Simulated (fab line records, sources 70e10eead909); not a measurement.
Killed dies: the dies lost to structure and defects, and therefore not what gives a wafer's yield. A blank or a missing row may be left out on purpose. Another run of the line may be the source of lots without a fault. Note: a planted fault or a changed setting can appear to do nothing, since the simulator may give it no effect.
Chamber matching | flow nandHarc | NHARC_A_CHANNEL_FILL_D1_ALD_02 on aldHk-01: 4 sister chambers
The step deposits SiO2, target thk 6 nm, pulse time 10 s, ald cycles 60. 8 wafers are shown with their chamber, then 10 later ones without.

## EACH WAFER AND ITS CHAMBER
wafer  | chamber | heaterPowerW (W) | heaterPowerOuterW (W)
L079.6 | 0       | 463              | 221
L085.2 | 2       | 462              | 241
L085.6 | 1       | 444              | 233
L089.2 | 3       | 432              | 249
L089.4 | 1       | 455              | 227
L089.5 | 2       | 461              | 243
L090.1 | 0       | 464              | 233
L090.2 | 3       | 419              | 242

## WAFERS MISSING THEIR CHAMBER
wafer  | heaterPowerW (W) | heaterPowerOuterW (W)
L090.6 | 459              | 231
L091.4 | 446              | 222
L091.5 | 466              | 247
L091.6 | 424              | 245
L093.1 | 457              | 223
L093.2 | 435              | 232
L093.6 | 465              | 247
L094.1 | 466              | 246
L094.3 | 454              | 220
L094.6 | 479              | 240

## WHICH CHAMBER EACH WENT THROUGH
wafer  | from the rows above          | in truth
L090.6 | can't be placed: 0 or 1 or 2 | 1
L091.4 | can't be placed: 1 or 0      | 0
L091.5 | 2                            | 2
L091.6 | 3                            | 3
L093.1 | can't be placed: 0 or 1      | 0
L093.2 | can't be placed: 1 or 3      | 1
L093.6 | 2                            | 2
L094.1 | 2                            | 2
L094.3 | can't be placed: 1 or 0      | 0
L094.6 | can't be placed: 2 or 0      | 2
Placed correctly: 4 of 10. Unplaceable from these rows: 6, with the true chamber sitting among the candidates in 6. Number placed wrongly: 0.
How it was worked out, from the rows above alone: a wafer's distance from a chamber is the root of the sum, over the readings, of the square of ((its reading less the chamber's mean) divided by the reading's scatter). If the next closest chamber is less than 2 further off than the closest, the wafer can't be placed; otherwise it belongs to the closest. The mean given for a chamber averages the wafers shown for that chamber. The scatter is the square root of a quotient: the sum, over the shown wafers, of each reading's squared deviation from its chamber's mean, divided by wafers minus chambers.
